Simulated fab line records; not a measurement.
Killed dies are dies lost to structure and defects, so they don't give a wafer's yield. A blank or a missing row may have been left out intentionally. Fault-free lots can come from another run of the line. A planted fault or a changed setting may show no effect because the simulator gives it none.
2 desks, one fault | flow n5_finfet | every desk sees just its own numbers, and what lay behind them comes last

== AT THE TOOL OWNER'S DESK: litho_track-01 ==
The tool's own readings at N5_BEOL_M0_SAQP_COAT_82 (time 60 s, resist thk 30 nm): means of the sampled wafers that have a number, for each lot that ran on this tool. Marked OUT: a lot whose mean sits more than 4 standard deviations from the usual mean, which makes it out of limits; the brackets give that distance.
Columns: A = dispense_pressure_kPa at N5_BEOL_M0_SAQP_COAT_82, usual 45.1 kPa; B = run_length_s at N5_BEOL_M0_SAQP_COAT_82, usual 66.19 s
lot  | first seen here | A    | B
L353 | day 6 04:46     | 44.5 | 66.21
L354 | day 6 07:47     | 44.5 | 66.19
L356 | day 7 01:30     | 44.5 | 66.26
L358 | day 7 11:08     | 44.5 | 66.35
L359 | day 7 23:50     | 44.5 | 67.67 (+8.7) OUT
Finding of this desk: L359 out of limits; the first was L359 at day 7 23:50, on run_length_s at N5_BEOL_M0_SAQP_COAT_82. L353, L354, L356, L358 stayed within limits.

== AT THE METROLOGY DESK ==
Lot by lot, what the gauges showed, no matter which tool ran the lot: averages of those sampled wafers that carry a number. Marked OUT: a lot whose mean sits more than 4 standard deviations from the usual mean, which makes it out of limits; the brackets give that distance. Of its 11 readings 7 are shown: those that lie furthest out on some lot.
Columns: A = DIBL_P at N5_BEOL_M4_RC_MEAS_101, usual 36.5 mV/V; B = IOFF_N at N5_BEOL_M4_RC_MEAS_101, usual 0.16 nA/um; C = ION_N at N5_BEOL_M4_RC_MEAS_101, usual 675 uA/um; D = ION_P at N5_BEOL_M4_RC_MEAS_101, usual 462 uA/um; E = SS_N at N5_BEOL_M4_RC_MEAS_101, usual 71.6 mV/dec; F = SS_P at N5_BEOL_M4_RC_MEAS_101, usual 73.3 mV/dec; G = VT_N at N5_BEOL_M4_RC_MEAS_101, usual 249 mV
lot  | first seen here | A    | B    | C   | D   | E    | F    | G
L351 | day 5 22:14     | 35.8 | 0.16 | 676 | 467 | 71.7 | 73.2 | 249
L353 | day 6 04:38     | 35.3 | 0.13 | 680 | 464 | 71.2 | 73.1 | 253
L354 | day 6 07:40     | 37.2 | 0.17 | 675 | 466 | 72.1 | 73.8 | 248
L356 | day 7 01:23     | 37.6 | 0.17 | 681 | 463 | 72.1 | 72.9 | 249
L357 | day 7 04:43     | 33.3 | 0.11 | 663 | 459 | 70.6 | 71.8 | 254
L358 | day 7 11:01     | 35.5 | 0.14 | 658 | 454 | 71.5 | 72.8 | 253
L359 | day 7 23:42     | 36.5 | 0.13 | 662 | 449 | 70.5 | 73.3 | 252
L371 | day 10 18:43    | 39.2 | 0.24 | 700 | 465 | 72.6 | 74.2 | 243
L372 | day 10 23:41    | 36.1 | 0.15 | 671 | 454 | 71.6 | 74.0 | 250
L373 | day 11 06:50    | 36.6 | 0.16 | 675 | 457 | 71.7 | 73.7 | 249
This desk's finding: nothing out of limits on any of the 10 lots.

== TAKEN TOGETHER ==
The tool owner's desk could have raised an alarm at day 7 23:50, on L359.
At the metrology desk, nothing out of limits was observed.
The metrology desk holds a record of L359, inside its limits.
Of the lots named, all ran N5_BEOL_M0_SAQP_COAT_82 on litho_track-01.

== WHAT HAD BEEN PUT IN BY THE SIMULATOR ==
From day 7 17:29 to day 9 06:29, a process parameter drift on litho_track-01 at N5_BEOL_M0_SAQP_COAT_82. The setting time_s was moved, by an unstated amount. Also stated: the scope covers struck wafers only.
Struck lots among those shown: L359.
Delay in hours, fault start to first out-of-limits reading, by desk: the tool owner's desk at 6.
